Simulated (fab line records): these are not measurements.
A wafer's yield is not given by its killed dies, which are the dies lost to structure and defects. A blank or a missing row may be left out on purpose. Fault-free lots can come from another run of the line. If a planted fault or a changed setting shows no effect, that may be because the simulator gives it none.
Split-lot experiment	flow n5-finfet	39 wafers read from 7 lots, route of 1938 steps

SPLIT DETAILS
At N5_PASSIVATION_PECVD_00 (deposits SiO2 from SiH4/N2O, target thk 200 nm, time 11.2 s), the setting time-s was moved away from the recipe's 11.2 s on 12 of the 39 wafers read, by -52.0% to +39.5%. The other wafers ran this setting at the recipe's value.

The split's own step is where the reading is taken.

THE READING
SiO2_of_PASSIVATION_PECVD_00.thk-nm (the simulator's own value, which no gauge read), in nm, at N5_PASSIVATION_PECVD_00 (deposits SiO2 from SiH4/N2O, target thk 200 nm, time 11.2 s). No usual value for it is given in the file. The 27 wafers here that ran the recipe average 201.3 nm, standard deviation 2.6 nm.

wafer	tool, chamber at the split	time-s as run, s	against the recipe	SiO2_of_PASSIVATION_PECVD_00.thk-nm, nm	against lot-mates on the recipe
L074.1	pecvd-03, 1	11.2	recipe	198.6	-
L074.2	pecvd-03, 2	8.757	-21.8%	152.8	-47.2
L074.3	pecvd-03, 2	11.2	recipe	201	-
L074.4	pecvd-03, 1	8.757	-21.8%	158.8	-41.2
L074.5	pecvd-03, 1	11.2	recipe	200.4	-
L074.6	pecvd-03, 2	8.757	-21.8%	158.6	-41.4
L075.1	pecvd-01, 0	5.375	-52.0%	98.8	-103.0
L075.2	pecvd-01, 2	11.2	recipe	198.2	-
L075.3	pecvd-01, 2	5.375	-52.0%	97.8	-104.0
L075.4	pecvd-01, 0	11.2	recipe	205.4	-
L075.5	pecvd-01, 2	11.2	recipe	201.8	-
L075.6	pecvd-01, 0	5.375	-52.0%	102.2	-99.6
L077.1	pecvd-01, 0	11.2	recipe	199.6	-
L077.2	pecvd-01, 1	6.306	-43.7%	110.4	-88.9
L077.3	pecvd-01, 2	6.306	-43.7%	108.6	-90.7
L077.4	pecvd-01, 0	11.2	recipe	200.2	-
L077.5	pecvd-01, 2	11.2	recipe	198.2	-
L077.6	pecvd-01, 1	6.306	-43.7%	113.6	-85.7
L082.1	pecvd-01, 1	11.2	recipe	200.4	-
L082.2	pecvd-01, 2	11.2	recipe	197.2	-
L082.3	pecvd-01, 0	11.2	recipe	198.8	-
L082.4	pecvd-01, 1	11.2	recipe	201.4	-
L082.5	pecvd-01, 2	11.2	recipe	203.4	-
L082.6	pecvd-01, 0	11.2	recipe	202.6	-
L083.1	pecvd-04, 1	11.2	recipe	201.8	-
L083.2	pecvd-04, 2	11.2	recipe	200.4	-
L083.3	pecvd-04, 2	11.2	recipe	201.4	-
L083.4	pecvd-04, 1	11.2	recipe	202.4	-
L083.5	pecvd-04, 2	11.2	recipe	205.4	-
L083.6	pecvd-04, 1	11.2	recipe	203.2	-
L086.1	pecvd-03, 2	15.62	+39.5%	277	+74.3
L086.2	pecvd-03, 1	11.2	recipe	196.6	-
L086.3	pecvd-03, 0	15.62	+39.5%	278	+75.3
L086.4	pecvd-03, 1	15.62	+39.5%	281	+78.3
L086.5	pecvd-03, 0	11.2	recipe	206.4	-
L086.6	pecvd-03, 2	11.2	recipe	205	-
L093.3	pecvd-03, 2	11.2	recipe	198.8	-
L093.4	pecvd-03, 0	11.2	recipe	202.4	-
L093.6	pecvd-03, 2	11.2	recipe	204	-

FIT RESULTS
A straight line over all 39 wafers: SiO2_of_PASSIVATION_PECVD_00.thk-nm changes by +1.99 nm for each +1% of time-s; r = +1.00; the points scatter about the line by 2.8 nm.
The same after taking each lot's own level away (the mean of its wafers on the recipe; 39 wafers): +1.97 nm for each +1%; r = +1.00; scatter 2.4 nm.
On that fit, the largest move of time-s shifts the reading by 1e+02 nm.
Measured against the standard deviation above, the lots' own levels, which go from 199.33 to 202.67 nm, span 1.3 times it.
So the lot-to-lot level changes the slope little: the two slopes agree.
Check: with one of the wafers moved furthest among these (-52.0%) left out of the fit, the line predicts -103 nm for it against its lot-mates. Against them it came out at -103 nm.

THE OTHER SPLITS THESE WAFERS WENT THROUGH
Other splits were also applied to these wafers ahead of the reading. Each is held against what the fit with the lots' levels taken away leaves over:
other split on the same wafers	wafers away from the commonest value	r with SiO2_of_PASSIVATION_PECVD_00.thk-nm (lot level and that fit taken away)
N5_BEOL_M10_TRENCH_ETCH_37 target-depth-a	15	+0.33

THE FILE'S OWN FIT
SiO2_of_PASSIVATION_PECVD_00.thk-nm changes by +1.97 nm for each +1% of time-s, r = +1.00.
